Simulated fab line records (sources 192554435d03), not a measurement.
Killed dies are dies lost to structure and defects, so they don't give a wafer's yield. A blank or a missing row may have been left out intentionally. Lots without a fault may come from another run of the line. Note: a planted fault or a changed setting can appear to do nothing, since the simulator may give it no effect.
Which tool was responsible?    flow n5-finfet    11 lots with 33 wafers sampled at 5 steps, on a route of 1938 steps

WHAT THE GAUGES READ, wafer by wafer
Not one reading of a measure or inspect step in the record can be checked against a usual standard deviation.

WHICH TOOL RAN EACH LOT (tool, then ch and the chambers of the sampled wafers, then the start)
lot   N5_MOL_CONTACT_COAG_ETCHBACK_136    N5_MOL_CONTACT_COAG_ANNEAL_112   N5_BEOL_M0_SAQP_PECVD_00        N5_BEOL_M0_SAQP_HM_DEP_02     N5_PASSIVATION_PROBE_49
L326  rie-diel-02 ch 0,1,2, day 5 05:05   hp-anneal-01 ch 0, day 5 09:02   pecvd-02 ch 0,1,2, day 5 12:25  pvd-sputter-01, day 5 13:53   -
L331  rie-diel-04 ch 0,1,3, day 6 19:08   hp-anneal-01 ch 0, day 6 22:56   pecvd-04 ch 0,1, day 7 02:18    pvd-sputter-03, day 7 02:36   -
L333  rie-diel-04 ch 0,1, day 7 00:18     hp-anneal-01 ch 0, day 7 01:56   pecvd-04 ch 0,1, day 7 05:19    pvd-sputter-03, day 7 06:49   prober-01, day 14 13:50
L334  rie-diel-03 ch 0,1,3, day 7 07:44   hp-anneal-01 ch 0, day 7 08:54   pecvd-01 ch 1,2, day 7 12:15    pvd-sputter-03, day 7 12:56   -
L340  rie-diel-04 ch 0,2,3, day 9 02:33   hp-anneal-01 ch 0, day 9 03:44   pecvd-01 ch 0,1, day 9 07:05    pvd-sputter-01, day 9 07:29   -
L341  rie-diel-02 ch 0,2, day 9 03:52     hp-anneal-01, day 9 06:44        pecvd-01 ch 0,1,2, day 9 10:05  pvd-sputter-01, day 9 12:35   prober-01, day 16 14:43
L342  rie-diel-04 ch 0,1, day 9 12:31     hp-anneal-01, day 9 13:40        pecvd-04 ch 0,1, day 9 17:01    pvd-sputter-01, day 9 17:39   prober-02, day 17 05:00
L346  rie-diel-02 ch 0,3, day 10 04:31    hp-anneal-01 ch 0, day 10 07:35  pecvd-04 ch 0,1, day 10 10:58   pvd-sputter-01, day 10 11:22  -
L347  rie-diel-02 ch 0,1,2, day 10 11:28  hp-anneal-01 ch 0, day 10 12:37  pecvd-04 ch 0,1, day 10 15:59   pvd-sputter-02, day 10 19:06  -
L349  rie-diel-02 ch 2,3, day 10 22:42    hp-anneal-01 ch 0, day 10 23:52  pecvd-01 ch 0,2, day 11 03:14   pvd-sputter-02, day 11 04:11  prober-02, day 18 18:04
L348  rie-diel-03 ch 2,3, day 11 01:27    hp-anneal-01 ch 0, day 11 02:52  pecvd-04 ch 1,2, day 11 06:13   pvd-sputter-02, day 11 07:50  -
- N5_MOL_CONTACT_COAG_ETCHBACK_136: etches SiO2 in CHF3, target depth 25 nm, time 16.7 s.
- N5_MOL_CONTACT_COAG_ANNEAL_112: time 1800 s.
- N5_BEOL_M0_SAQP_PECVD_00: deposits SiCN from 3MS/NH3, target thk 8 nm, time 14 s.
- N5_BEOL_M0_SAQP_HM_DEP_02: deposits TiN, target thk 12 nm.
- N5_PASSIVATION_PROBE_49

AS READ BY THE TOOLS THEMSELVES (means over the sampled wafers that have a number; for cases with no such wafer, the mark the record gives instead)
N5_MOL_CONTACT_COAG_ETCHBACK_136. Usual: drypump-motor-current-A 5.8 A, standard deviation 0.48; oes-product-au 0.77 a.u., standard deviation 0.092; rf-fwd-power-W 598 W, standard deviation 3.3; rf-vpp-V 528 V, standard deviation 12; showerhead-plenum-p-Torr 2.38 Torr, standard deviation 0.089; throttle-valve-pct 18.71 %, standard deviation 0.22.
lot   tool         drypump-motor-current-A (A)  oes-product-au (a.u.)  rf-fwd-power-W (W)  rf-vpp-V (V)  showerhead-plenum-p-Torr (Torr)  throttle-valve-pct (%)  flag
L326  rie-diel-02  5.6                          0.72                   601                 531           2.40                             18.72                   
L331  rie-diel-04  6.5                          0.75                   596                 529           2.35                             18.83                   
L333  rie-diel-04  6.4                          0.68                   594                 519           2.31                             18.80                   
L334  rie-diel-03  5.5                          0.76                   598                 517           2.34                             18.63                   
L340  rie-diel-04  6.2                          0.84                   597                 538           2.41                             18.79                   
L341  rie-diel-02  5.3                          0.71                   600                 527           2.32                             18.70                   
L342  rie-diel-04  6.6                          0.95                   594                 533           2.47                             18.55                   
L346  rie-diel-02  5.4                          0.71                   597                 528           2.29                             18.62                   
L347  rie-diel-02  5.6                          0.70                   601                 533           2.38                             18.80                   
L349  rie-diel-02  5.3                          0.70                   602                 525           2.42                             19.02                   
L348  rie-diel-03  5.6                          0.87                   598                 515           2.48                             18.59                   

N5_MOL_CONTACT_COAG_ANNEAL_112. Usual: pressure-atm 10.001, standard deviation 0.02; spike-tc-bottom-C 422.9 C, standard deviation 1; wafer_temp_C_max 403.2, standard deviation 0.6; zone-power-top-pct 20.28 %, standard deviation 0.2.
lot   tool          pressure-atm  spike-tc-bottom-C (C)  wafer_temp_C_max  zone-power-top-pct (%)  flag
L326  hp-anneal-01  9.999         423.0                  403.5             20.25                   
L331  hp-anneal-01  9.988         422.6                  403.7             20.32                   
L333  hp-anneal-01  10.030        422.7                  403.3             20.18                   
L334  hp-anneal-01  10.012        423.3                  403.1             20.34                   
L340  hp-anneal-01  9.996         422.6                  402.8             20.09                   
L341  hp-anneal-01  -             -                      -                 -                       OFF
L342  hp-anneal-01  -             -                      -                 -                       OFF
L346  hp-anneal-01  9.993         422.5                  402.9             20.18                   
L347  hp-anneal-01  9.992         422.7                  403.6             20.17                   
L349  hp-anneal-01  10.026        422.5                  403.0             20.23                   
L348  hp-anneal-01  10.004        423.1                  402.9             20.14                   

N5_BEOL_M0_SAQP_PECVD_00. Usual: rf-fwd-power-W 198.7 W, standard deviation 0.92; showerhead-plenum-p-Torr 3.668 Torr, standard deviation 0.011; throttle-valve-pct 8.8 %, standard deviation 0.36.
lot   tool      rf-fwd-power-W (W)  showerhead-plenum-p-Torr (Torr)  throttle-valve-pct (%)  flag
L326  pecvd-02  198.8               3.669                            8.8                     
L331  pecvd-04  199.3               3.659                            9.1                     
L333  pecvd-04  199.7               3.665                            9.1                     
L334  pecvd-01  198.6               3.675                            8.7                     
L340  pecvd-01  199.7               3.675                            8.9                     
L341  pecvd-01  198.7               3.676                            8.6                     
L342  pecvd-04  198.4               3.662                            8.6                     
L346  pecvd-04  198.7               3.665                            8.7                     
L347  pecvd-04  198.4               3.658                            8.5                     
L349  pecvd-01  199.0               3.689                            8.6                     
L348  pecvd-04  198.2               3.659                            8.4                     

N5_BEOL_M0_SAQP_HM_DEP_02. Usual: 30.0 % for throttle-valve-pct, sd 1.2.
lot   tool            throttle-valve-pct (%)  flag
L326  pvd-sputter-01  28.9                    
L331  pvd-sputter-03  29.8                    
L333  pvd-sputter-03  29.7                    
L334  pvd-sputter-03  29.0                    
L340  pvd-sputter-01  29.9                    
L341  pvd-sputter-01  29.5                    
L342  pvd-sputter-01  29.5                    
L346  pvd-sputter-01  30.0                    
L347  pvd-sputter-02  30.6                    
L349  pvd-sputter-02  29.4                    
L348  pvd-sputter-02  30.8                    

N5_PASSIVATION_PROBE_49. Usual: killed_at_M0_to_M3 37, standard deviation 12; killed_at_M4_up 14, standard deviation 5.3; killed-at-contacts 12, standard deviation 6.2; killed-at-front-end 41, standard deviation 11; killed-at-other 3.7, standard deviation 2.9; killed-dies 107, standard deviation 17; killed-open 71, standard deviation 12; killed-short 34, standard deviation 7.9.
lot   tool       killed_at_M0_to_M3  killed_at_M4_up  killed-at-contacts  killed-at-front-end  killed-at-other  killed-dies  killed-open  killed-short  flag
L333  prober-01  74                  11               10                  42                   3.3              140          83           53            OFF
L341  prober-01  27                  11               21                  38                   4.0              101          68           32            
L342  prober-02  42                  13               18                  37                   5.7              116          81           30            
L349  prober-02  35                  18               8                   50                   3.0              114          71           41            

THE ANSWER, worked out from the rows above alone
Rule: take the mean of a lot's wafers that have a number; if it is more than 3 standard deviations from the usual mean, the lot is off. A lot without any number at a reading at which 4 lots or more have one is off too. The other lots that the step has rows for count as sound. First the gauges in route order, then the tools' own readings, where a lot's mean is used as printed above. At the first step where some lot is off, the reading lying furthest off is the one used; lots without a number count as furthest.
Off: L341, L342 (N5_MOL_CONTACT_COAG_ANNEAL_112, pressure-atm). Without a number there: L341, L342.
A tool fits if, at that step or a process step before it, it ran every lot that is off, and no sound lot after the first of them. No candidate that was tried fits.

WHAT THE SIMULATOR PUT IN
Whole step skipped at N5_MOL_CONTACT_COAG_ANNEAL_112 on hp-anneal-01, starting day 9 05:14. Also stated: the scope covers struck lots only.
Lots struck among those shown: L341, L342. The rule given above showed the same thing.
